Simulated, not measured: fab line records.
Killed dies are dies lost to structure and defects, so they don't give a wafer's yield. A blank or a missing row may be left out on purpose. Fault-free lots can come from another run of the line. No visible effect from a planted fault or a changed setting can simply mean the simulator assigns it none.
What tool caused it? :: flow nandHarc :: 12 lots with 36 wafers sampled at 5 steps, on a route of 1302 steps

== WHAT THE GAUGES SHOWED, per wafer ==
NHARC_END_WLT_00. Usual: VT_DECK1_BOTTOM 0.870, standard deviation 0.0068; VT_DECK1_BOTTOM_INNER 0.869, standard deviation 0.0072; VT_DECK1_MEDIAN_NEAR_BOTTOM 0.871, standard deviation 0.0069; VT_DECK1_MEDIAN_NEAR_BOTTOM_INNER 0.869, standard deviation 0.0071; VT_DECK1_MIDDLE 0.882, standard deviation 0.0065; VT_DECK1_MIDDLE_INNER 0.883, standard deviation 0.0059; VT_DECK1_TOP 0.894, standard deviation 0.0057; VT_DECK1_TOP_INNER 0.894, standard deviation 0.0064; VT_DECK2_BOTTOM 0.873, standard deviation 0.0089; VT_DECK2_BOTTOM_INNER 0.873, standard deviation 0.0086; VT_DECK2_MEDIAN_NEAR_BOTTOM 0.874, standard deviation 0.0078; VT_DECK2_MEDIAN_NEAR_BOTTOM_INNER 0.874, standard deviation 0.008; VT_DECK2_MIDDLE 0.886, standard deviation 0.0079; VT_DECK2_MIDDLE_INNER 0.887, standard deviation 0.0074; VT_DECK2_TOP 0.898, standard deviation 0.0076; VT_DECK2_TOP_INNER 0.898, standard deviation 0.0073.
lot: L651
measured: day 25 10:00
on: prober-02
VT_DECK1_BOTTOM: 0.875 0.865 0.874
VT_DECK1_BOTTOM_INNER: 0.874 0.865 0.879
VT_DECK1_MEDIAN_NEAR_BOTTOM: 0.869 0.858 0.878
VT_DECK1_MEDIAN_NEAR_BOTTOM_INNER: 0.878 0.858 0.861
VT_DECK1_MIDDLE: 0.883 0.887 0.884
VT_DECK1_MIDDLE_INNER: 0.887 0.882 0.888
VT_DECK1_TOP: 0.894 0.897 0.895
VT_DECK1_TOP_INNER: 0.894 0.897 0.892
VT_DECK2_BOTTOM: 0.871 0.878 0.882
VT_DECK2_BOTTOM_INNER: 0.881 0.876 0.886
VT_DECK2_MEDIAN_NEAR_BOTTOM: 0.884 0.878 0.887
VT_DECK2_MEDIAN_NEAR_BOTTOM_INNER: 0.869 0.881 0.875
VT_DECK2_MIDDLE: 0.896 0.895 0.896
VT_DECK2_MIDDLE_INNER: 0.886 0.894 0.899
VT_DECK2_TOP: 0.901 0.902 0.914
VT_DECK2_TOP_INNER: 0.911 0.906 0.907
flag: 

lot: L649
measured: day 25 10:29
on: prober-01
VT_DECK1_BOTTOM: 0.876 0.870 0.878
VT_DECK1_BOTTOM_INNER: 0.874 0.867 0.882
VT_DECK1_MEDIAN_NEAR_BOTTOM: 0.879 0.868 0.876
VT_DECK1_MEDIAN_NEAR_BOTTOM_INNER: 0.865 0.866 0.866
VT_DECK1_MIDDLE: 0.887 0.884 0.884
VT_DECK1_MIDDLE_INNER: 0.885 0.886 0.891
VT_DECK1_TOP: 0.893 0.898 0.895
VT_DECK1_TOP_INNER: 0.905 0.902 0.890
VT_DECK2_BOTTOM: 0.888 0.899 0.886
VT_DECK2_BOTTOM_INNER: 0.885 0.894 0.882
VT_DECK2_MEDIAN_NEAR_BOTTOM: 0.892 0.886 0.877
VT_DECK2_MEDIAN_NEAR_BOTTOM_INNER: 0.888 0.900 0.885
VT_DECK2_MIDDLE: 0.885 0.906 0.889
VT_DECK2_MIDDLE_INNER: 0.896 0.898 0.900
VT_DECK2_TOP: 0.900 0.912 0.905
VT_DECK2_TOP_INNER: 0.911 0.912 0.906
flag: 

lot: L650
measured: day 26 03:37
on: prober-02
VT_DECK1_BOTTOM: 0.880 0.870 0.870
VT_DECK1_BOTTOM_INNER: 0.877 0.868 0.876
VT_DECK1_MEDIAN_NEAR_BOTTOM: 0.881 0.867 0.869
VT_DECK1_MEDIAN_NEAR_BOTTOM_INNER: 0.881 0.862 0.876
VT_DECK1_MIDDLE: 0.889 0.882 0.876
VT_DECK1_MIDDLE_INNER: 0.884 0.880 0.886
VT_DECK1_TOP: 0.902 0.893 0.902
VT_DECK1_TOP_INNER: 0.900 0.905 0.895
VT_DECK2_BOTTOM: 0.874 0.881 0.881
VT_DECK2_BOTTOM_INNER: 0.877 0.882 0.884
VT_DECK2_MEDIAN_NEAR_BOTTOM: 0.870 0.879 0.883
VT_DECK2_MEDIAN_NEAR_BOTTOM_INNER: 0.876 0.877 0.879
VT_DECK2_MIDDLE: 0.894 0.887 0.901
VT_DECK2_MIDDLE_INNER: 0.891 0.897 0.888
VT_DECK2_TOP: 0.893 0.907 0.898
VT_DECK2_TOP_INNER: 0.908 0.896 0.891
flag: 

lot: L652
measured: day 27 01:06
on: prober-01
VT_DECK1_BOTTOM: 0.866 0.850 0.868
VT_DECK1_BOTTOM_INNER: 0.866 0.857 0.868
VT_DECK1_MEDIAN_NEAR_BOTTOM: 0.869 0.858 0.865
VT_DECK1_MEDIAN_NEAR_BOTTOM_INNER: 0.864 0.862 0.865
VT_DECK1_MIDDLE: 0.871 0.878 0.874
VT_DECK1_MIDDLE_INNER: 0.886 0.871 0.878
VT_DECK1_TOP: 0.889 0.888 0.893
VT_DECK1_TOP_INNER: 0.891 0.896 0.885
VT_DECK2_BOTTOM: 0.861 0.869 0.869
VT_DECK2_BOTTOM_INNER: 0.868 0.884 0.872
VT_DECK2_MEDIAN_NEAR_BOTTOM: 0.865 0.874 0.868
VT_DECK2_MEDIAN_NEAR_BOTTOM_INNER: 0.863 0.876 0.868
VT_DECK2_MIDDLE: 0.880 0.889 0.881
VT_DECK2_MIDDLE_INNER: 0.884 0.880 0.884
VT_DECK2_TOP: 0.904 0.893 0.892
VT_DECK2_TOP_INNER: 0.892 0.909 0.898
flag: 

lot: L656
measured: day 28 11:10
on: prober-01
VT_DECK1_BOTTOM: 0.876 0.873 0.863
VT_DECK1_BOTTOM_INNER: 0.870 0.873 0.868
VT_DECK1_MEDIAN_NEAR_BOTTOM: 0.872 0.868 0.866
VT_DECK1_MEDIAN_NEAR_BOTTOM_INNER: 0.866 0.871 0.864
VT_DECK1_MIDDLE: 0.876 0.879 0.878
VT_DECK1_MIDDLE_INNER: 0.881 0.878 0.879
VT_DECK1_TOP: 0.891 0.889 0.898
VT_DECK1_TOP_INNER: 0.911 0.899 0.897
VT_DECK2_BOTTOM: 0.872 0.861 0.860
VT_DECK2_BOTTOM_INNER: 0.861 0.865 0.856
VT_DECK2_MEDIAN_NEAR_BOTTOM: 0.866 0.866 0.865
VT_DECK2_MEDIAN_NEAR_BOTTOM_INNER: 0.867 0.860 0.857
VT_DECK2_MIDDLE: 0.875 0.879 0.876
VT_DECK2_MIDDLE_INNER: 0.880 0.885 0.874
VT_DECK2_TOP: 0.896 0.900 0.895
VT_DECK2_TOP_INNER: 0.888 0.896 0.894
flag: 

lot: L657
measured: day 29 04:56
on: prober-01
VT_DECK1_BOTTOM: 0.873 0.863 0.872
VT_DECK1_BOTTOM_INNER: 0.868 0.869 0.866
VT_DECK1_MEDIAN_NEAR_BOTTOM: 0.869 0.861 0.874
VT_DECK1_MEDIAN_NEAR_BOTTOM_INNER: 0.872 0.867 0.877
VT_DECK1_MIDDLE: 0.881 0.883 0.883
VT_DECK1_MIDDLE_INNER: 0.885 0.883 0.881
VT_DECK1_TOP: 0.899 0.896 0.895
VT_DECK1_TOP_INNER: 0.904 0.911 0.890
VT_DECK2_BOTTOM: 0.874 0.874 0.874
VT_DECK2_BOTTOM_INNER: 0.869 0.877 0.875
VT_DECK2_MEDIAN_NEAR_BOTTOM: 0.870 0.868 0.877
VT_DECK2_MEDIAN_NEAR_BOTTOM_INNER: 0.871 0.876 0.878
VT_DECK2_MIDDLE: 0.890 0.885 0.894
VT_DECK2_MIDDLE_INNER: 0.887 0.899 0.883
VT_DECK2_TOP: 0.899 0.904 0.892
VT_DECK2_TOP_INNER: 0.905 0.896 0.899
flag: 

lot: L660
measured: day 29 05:27
on: prober-02
VT_DECK1_BOTTOM: 0.870 0.875 0.870
VT_DECK1_BOTTOM_INNER: 0.867 0.870 0.875
VT_DECK1_MEDIAN_NEAR_BOTTOM: 0.869 0.871 0.877
VT_DECK1_MEDIAN_NEAR_BOTTOM_INNER: 0.873 0.871 0.875
VT_DECK1_MIDDLE: 0.889 0.871 0.887
VT_DECK1_MIDDLE_INNER: 0.882 0.884 0.889
VT_DECK1_TOP: 0.888 0.890 0.894
VT_DECK1_TOP_INNER: 0.890 0.887 0.890
VT_DECK2_BOTTOM: 0.870 0.874 0.885
VT_DECK2_BOTTOM_INNER: 0.869 0.877 0.879
VT_DECK2_MEDIAN_NEAR_BOTTOM: 0.868 0.878 0.875
VT_DECK2_MEDIAN_NEAR_BOTTOM_INNER: 0.862 0.875 0.878
VT_DECK2_MIDDLE: 0.874 0.889 0.888
VT_DECK2_MIDDLE_INNER: 0.882 0.886 0.891
VT_DECK2_TOP: 0.890 0.899 0.897
VT_DECK2_TOP_INNER: 0.900 0.903 0.898
flag: 

lot: L664
measured: day 32 14:52
on: prober-01
VT_DECK1_BOTTOM: 0.865 0.881 0.873
VT_DECK1_BOTTOM_INNER: 0.875 0.877 0.874
VT_DECK1_MEDIAN_NEAR_BOTTOM: 0.876 0.878 0.867
VT_DECK1_MEDIAN_NEAR_BOTTOM_INNER: 0.879 0.877 0.868
VT_DECK1_MIDDLE: 0.887 0.885 0.886
VT_DECK1_MIDDLE_INNER: 0.883 0.892 0.889
VT_DECK1_TOP: 0.896 0.893 0.893
VT_DECK1_TOP_INNER: 0.897 0.896 0.900
VT_DECK2_BOTTOM: 0.865 0.866 0.882
VT_DECK2_BOTTOM_INNER: 0.863 0.864 0.867
VT_DECK2_MEDIAN_NEAR_BOTTOM: 0.868 0.870 0.878
VT_DECK2_MEDIAN_NEAR_BOTTOM_INNER: 0.870 0.869 0.878
VT_DECK2_MIDDLE: 0.885 0.881 0.884
VT_DECK2_MIDDLE_INNER: 0.881 0.888 0.880
VT_DECK2_TOP: 0.899 0.893 0.903
VT_DECK2_TOP_INNER: 0.902 0.897 0.893
flag: 

lot: L666
measured: day 33 01:04
on: prober-01
VT_DECK1_BOTTOM: 0.877 0.877 0.865
VT_DECK1_BOTTOM_INNER: 0.867 0.880 0.869
VT_DECK1_MEDIAN_NEAR_BOTTOM: 0.891 0.877 0.861
VT_DECK1_MEDIAN_NEAR_BOTTOM_INNER: 0.880 0.876 0.863
VT_DECK1_MIDDLE: 0.889 0.884 0.893
VT_DECK1_MIDDLE_INNER: 0.890 0.892 0.882
VT_DECK1_TOP: 0.900 0.906 0.894
VT_DECK1_TOP_INNER: 0.901 0.899 0.894
VT_DECK2_BOTTOM: 0.870 0.882 0.880
VT_DECK2_BOTTOM_INNER: 0.868 0.871 0.879
VT_DECK2_MEDIAN_NEAR_BOTTOM: 0.868 0.871 0.873
VT_DECK2_MEDIAN_NEAR_BOTTOM_INNER: 0.873 0.871 0.889
VT_DECK2_MIDDLE: 0.878 0.894 0.887
VT_DECK2_MIDDLE_INNER: 0.882 0.890 0.890
VT_DECK2_TOP: 0.893 0.897 0.907
VT_DECK2_TOP_INNER: 0.895 0.900 0.899
flag: 

lot: L668
measured: day 33 08:16
on: prober-01
VT_DECK1_BOTTOM: 0.871 0.881 0.877
VT_DECK1_BOTTOM_INNER: 0.879 0.883 0.872
VT_DECK1_MEDIAN_NEAR_BOTTOM: 0.869 0.874 0.874
VT_DECK1_MEDIAN_NEAR_BOTTOM_INNER: 0.877 0.874 0.883
VT_DECK1_MIDDLE: 0.894 0.886 0.878
VT_DECK1_MIDDLE_INNER: 0.884 0.893 0.889
VT_DECK1_TOP: 0.900 0.903 0.895
VT_DECK1_TOP_INNER: 0.890 0.909 0.907
VT_DECK2_BOTTOM: 0.888 0.881 0.890
VT_DECK2_BOTTOM_INNER: 0.883 0.878 0.893
VT_DECK2_MEDIAN_NEAR_BOTTOM: 0.886 0.884 0.897
VT_DECK2_MEDIAN_NEAR_BOTTOM_INNER: 0.889 0.882 0.880
VT_DECK2_MIDDLE: 0.893 0.890 0.897
VT_DECK2_MIDDLE_INNER: 0.895 0.893 0.897
VT_DECK2_TOP: 0.904 0.892 0.903
VT_DECK2_TOP_INNER: 0.896 0.909 0.911
flag: 

lot: L669
measured: day 33 13:20
on: prober-02
VT_DECK1_BOTTOM: 0.856 0.859 0.866
VT_DECK1_BOTTOM_INNER: 0.858 0.860 0.860
VT_DECK1_MEDIAN_NEAR_BOTTOM: 0.858 0.863 0.864
VT_DECK1_MEDIAN_NEAR_BOTTOM_INNER: 0.855 0.860 0.858
VT_DECK1_MIDDLE: 0.868 0.866 0.879
VT_DECK1_MIDDLE_INNER: 0.866 0.873 0.867
VT_DECK1_TOP: 0.887 0.882 0.892
VT_DECK1_TOP_INNER: 0.882 0.894 0.881
VT_DECK2_BOTTOM: 0.866 0.866 0.859
VT_DECK2_BOTTOM_INNER: 0.856 0.864 0.867
VT_DECK2_MEDIAN_NEAR_BOTTOM: 0.861 0.870 0.866
VT_DECK2_MEDIAN_NEAR_BOTTOM_INNER: 0.855 0.864 0.863
VT_DECK2_MIDDLE: 0.867 0.877 0.871
VT_DECK2_MIDDLE_INNER: 0.873 0.875 0.873
VT_DECK2_TOP: 0.890 0.889 0.884
VT_DECK2_TOP_INNER: 0.887 0.893 0.890
flag: 

lot: L670
measured: day 33 16:03
on: prober-01
VT_DECK1_BOTTOM: 0.873 0.875 0.871
VT_DECK1_BOTTOM_INNER: 0.868 0.882 0.874
VT_DECK1_MEDIAN_NEAR_BOTTOM: 0.875 0.879 0.882
VT_DECK1_MEDIAN_NEAR_BOTTOM_INNER: 0.882 0.867 0.878
VT_DECK1_MIDDLE: 0.886 0.887 0.901
VT_DECK1_MIDDLE_INNER: 0.884 0.885 0.894
VT_DECK1_TOP: 0.899 0.897 0.897
VT_DECK1_TOP_INNER: 0.896 0.904 0.899
VT_DECK2_BOTTOM: 0.878 0.886 0.873
VT_DECK2_BOTTOM_INNER: 0.877 0.878 0.879
VT_DECK2_MEDIAN_NEAR_BOTTOM: 0.875 0.884 0.872
VT_DECK2_MEDIAN_NEAR_BOTTOM_INNER: 0.880 0.882 0.882
VT_DECK2_MIDDLE: 0.888 0.896 0.896
VT_DECK2_MIDDLE_INNER: 0.887 0.892 0.897
VT_DECK2_TOP: 0.903 0.894 0.891
VT_DECK2_TOP_INNER: 0.892 0.899 0.892
flag: 

NHARC_END_SORT_01. Usual: defectLimitedYield is 90.9 % with standard deviation 2.8, killedAtArray is 57 with standard deviation 20, killedAtOther is 1.3 with standard deviation 1.4, killedAtPeriphery is 3.4 with standard deviation 2.4, killedDies is 61 with standard deviation 19, killedOpen is 2.9 with standard deviation 1.8, and killedShort is 2.5 with standard deviation 1.6.
lot: L656
measured: day 28 14:09
on: prober-01
defectLimitedYield (%): 60.0 92.6 92.8
killedAtArray: 265 48 45
killedAtOther: 1 1 2
killedAtPeriphery: 5 1 2
killedDies: 271 50 49
killedOpen: 2 1 2
killedShort: 4 4 3
flag: OFF

lot: L657
measured: day 29 07:54
on: prober-01
defectLimitedYield (%): 62.2 61.0 92.9
killedAtArray: 256 263 48
killedAtOther: 0 0 0
killedAtPeriphery: 0 1 0
killedDies: 256 264 48
killedOpen: 0 2 1
killedShort: 2 0 3
flag: OFF

lot: L660
measured: day 29 08:45
on: prober-02
defectLimitedYield (%): 55.5 85.8 57.0
killedAtArray: 299 94 290
killedAtOther: 0 2 0
killedAtPeriphery: 2 0 1
killedDies: 301 96 291
killedOpen: 5 3 1
killedShort: 4 5 3
flag: OFF

== WHICH TOOL RAN EACH LOT (tool, then ch and the chambers of the sampled wafers, then the start) ==
lot: L651
NHARC_A_M1_ECD_22: ecdCu-01 ch 0,1, day 24 00:19
NHARC_THIN_TSV_DEGAS_49: pvdSputter-01, day 24 22:07
NHARC_THIN_TSV_PVD_51: pvdSputter-01, day 25 10:00 or earlier

lot: L649
NHARC_A_M1_ECD_22: ecdCu-01 ch 0,1, day 24 02:47
NHARC_THIN_TSV_DEGAS_49: pvdSputter-03, day 24 23:46
NHARC_THIN_TSV_PVD_51: pvdSputter-03, day 25 10:29 or earlier

lot: L650
NHARC_A_M1_ECD_22: ecdCu-02 ch 0,1, day 24 11:08
NHARC_THIN_TSV_DEGAS_49: pvdSputter-02, day 25 11:59
NHARC_THIN_TSV_PVD_51: pvdSputter-02, day 26 03:37 or earlier

lot: L652
NHARC_A_M1_ECD_22: ecdCu-02 ch 0,1, day 25 18:25
NHARC_THIN_TSV_DEGAS_49: pvdSputter-03, day 26 15:20
NHARC_THIN_TSV_PVD_51: pvdSputter-03, day 27 01:06 or earlier

lot: L656
NHARC_A_M1_ECD_22: ecdCu-02 ch 0,1, day 26 23:45
NHARC_THIN_TSV_DEGAS_49: pvdSputter-03, day 27 23:20
NHARC_THIN_TSV_PVD_51: pvdSputter-03, day 28 11:10 or earlier

lot: L657
NHARC_A_M1_ECD_22: ecdCu-02 ch 0,1, day 27 22:59
NHARC_THIN_TSV_DEGAS_49: pvdSputter-03, day 28 20:45
NHARC_THIN_TSV_PVD_51: pvdSputter-03, day 29 04:56 or earlier

lot: L660
NHARC_A_M1_ECD_22: ecdCu-02 ch 0,1, day 28 01:21
NHARC_THIN_TSV_DEGAS_49: pvdSputter-01, day 28 19:42
NHARC_THIN_TSV_PVD_51: pvdSputter-01, day 29 05:27 or earlier

lot: L664
NHARC_A_M1_ECD_22: ecdCu-02 ch 0,1, day 31 00:59
NHARC_THIN_TSV_DEGAS_49: pvdSputter-01, day 32 05:27
NHARC_THIN_TSV_PVD_51: pvdSputter-01, day 32 14:52 or earlier

lot: L666
NHARC_A_M1_ECD_22: ecdCu-02 ch 0,1, day 31 10:10
NHARC_THIN_TSV_DEGAS_49: pvdSputter-02, day 32 16:55
NHARC_THIN_TSV_PVD_51: pvdSputter-02, day 33 01:04 or earlier

lot: L668
NHARC_A_M1_ECD_22: ecdCu-01 ch 0,1, day 31 14:10
NHARC_THIN_TSV_DEGAS_49: pvdSputter-01, day 32 14:22
NHARC_THIN_TSV_PVD_51: pvdSputter-01, day 33 08:16 or earlier

lot: L669
NHARC_A_M1_ECD_22: ecdCu-02 ch 0,1, day 32 03:58
NHARC_THIN_TSV_DEGAS_49: pvdSputter-02, day 33 04:08
NHARC_THIN_TSV_PVD_51: pvdSputter-02, day 33 13:20 or earlier

lot: L670
NHARC_A_M1_ECD_22: ecdCu-01 ch 0,1, day 32 05:10
NHARC_THIN_TSV_DEGAS_49: pvdSputter-01, day 33 05:13
NHARC_THIN_TSV_PVD_51: pvdSputter-01, day 33 16:03 or earlier
- NHARC_A_M1_ECD_22: material Cu, target thk 400 nm.
- NHARC_THIN_TSV_DEGAS_49: time 120 s.
- NHARC_THIN_TSV_PVD_51: deposits Cu, target thk 100 nm.

== WHAT THE TOOLS THEMSELVES READ (means of the sampled wafers that have a number; where no wafer has one, the mark that the record gives instead) ==
NHARC_THIN_TSV_DEGAS_49. Usual: heaterPowerW 451 W, standard deviation 48; susceptorTempC 299.98 C, standard deviation 0.18.
lot: L651
tool: pvdSputter-01
heaterPowerW (W): 420
susceptorTempC (C): 300.05
flag: 

lot: L649
tool: pvdSputter-03
heaterPowerW (W): 464
susceptorTempC (C): 300.05
flag: 

lot: L650
tool: pvdSputter-02
heaterPowerW (W): 459
susceptorTempC (C): 299.97
flag: 

lot: L652
tool: pvdSputter-03
heaterPowerW (W): 484
susceptorTempC (C): 299.80
flag: 

lot: L656
tool: pvdSputter-03
heaterPowerW (W): 447
susceptorTempC (C): 299.94
flag: 

lot: L657
tool: pvdSputter-03
heaterPowerW (W): 461
susceptorTempC (C): 299.79
flag: 

lot: L660
tool: pvdSputter-01
heaterPowerW (W): 468
susceptorTempC (C): 300.06
flag: 

lot: L664
tool: pvdSputter-01
heaterPowerW (W): 447
susceptorTempC (C): 300.05
flag: 

lot: L666
tool: pvdSputter-02
heaterPowerW (W): 440
susceptorTempC (C): 299.98
flag: 

lot: L668
tool: pvdSputter-01
heaterPowerW (W): 481
susceptorTempC (C): 299.90
flag: 

lot: L669
tool: pvdSputter-02
heaterPowerW (W): 441
susceptorTempC (C): -
flag: OFF

lot: L670
tool: pvdSputter-01
heaterPowerW (W): 430
susceptorTempC (C): 300.11
flag: 

NHARC_THIN_TSV_PVD_51. Usual: throttleValvePct 29.7 %, standard deviation 1.3.
lot: L651
tool: pvdSputter-01
throttleValvePct (%): 29.3
flag: 

lot: L649
tool: pvdSputter-03
throttleValvePct (%): 30.6
flag: 

lot: L650
tool: pvdSputter-02
throttleValvePct (%): 29.9
flag: 

lot: L652
tool: pvdSputter-03
throttleValvePct (%): 29.6
flag: 

lot: L656
tool: pvdSputter-03
throttleValvePct (%): 29.7
flag: 

lot: L657
tool: pvdSputter-03
throttleValvePct (%): 30.0
flag: 

lot: L660
tool: pvdSputter-01
throttleValvePct (%): 27.7
flag: 

lot: L664
tool: pvdSputter-01
throttleValvePct (%): 28.8
flag: 

lot: L666
tool: pvdSputter-02
throttleValvePct (%): 29.4
flag: 

lot: L668
tool: pvdSputter-01
throttleValvePct (%): 29.3
flag: 

lot: L669
tool: pvdSputter-02
throttleValvePct (%): 29.4
flag: 

lot: L670
tool: pvdSputter-01
throttleValvePct (%): 29.4
flag: 

== THE ANSWER, worked out from the rows above alone ==
Rule: a lot counts as off when the mean over its wafers that have a number is more than 3 standard deviations away from the usual mean. A lot without any number at a reading at which 4 lots or more have one is off too. All remaining lots with rows at the step are treated as sound. After the gauges, taken in route order, come the tools' own readings; for these a lot's mean is taken, as printed above. The first step at which some lot is off is used, and at that step the reading that is off furthest; a lot without a number counts as furthest.
Off at NHARC_END_SORT_01 (killedDies): L656, L657, L660. Neither off nor sound, because the step has no rows for them: L651, L649, L650, L652, L664, L666, L668, L669, L670.
A tool fits if, at a process step before that reading, it ran every lot that is off, and no sound lot after the first of them. Gauges at NHARC_END_SORT_01: tried the same way as those tools. NHARC_THIN_TSV_PVD_51 gives no start for some lots, so the hours and the order of its lots are those of NHARC_END_WLT_00. One fits: NHARC_A_M1_ECD_22 on ecdCu-02. It ran no sound lot before its first lot that is off in this sample, so the start can't be narrowed down.

== WHAT WAS PUT IN BY THE SIMULATOR ==
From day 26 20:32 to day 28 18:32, ecdCu-02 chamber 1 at NHARC_A_M1_ECD_22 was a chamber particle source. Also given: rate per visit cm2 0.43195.
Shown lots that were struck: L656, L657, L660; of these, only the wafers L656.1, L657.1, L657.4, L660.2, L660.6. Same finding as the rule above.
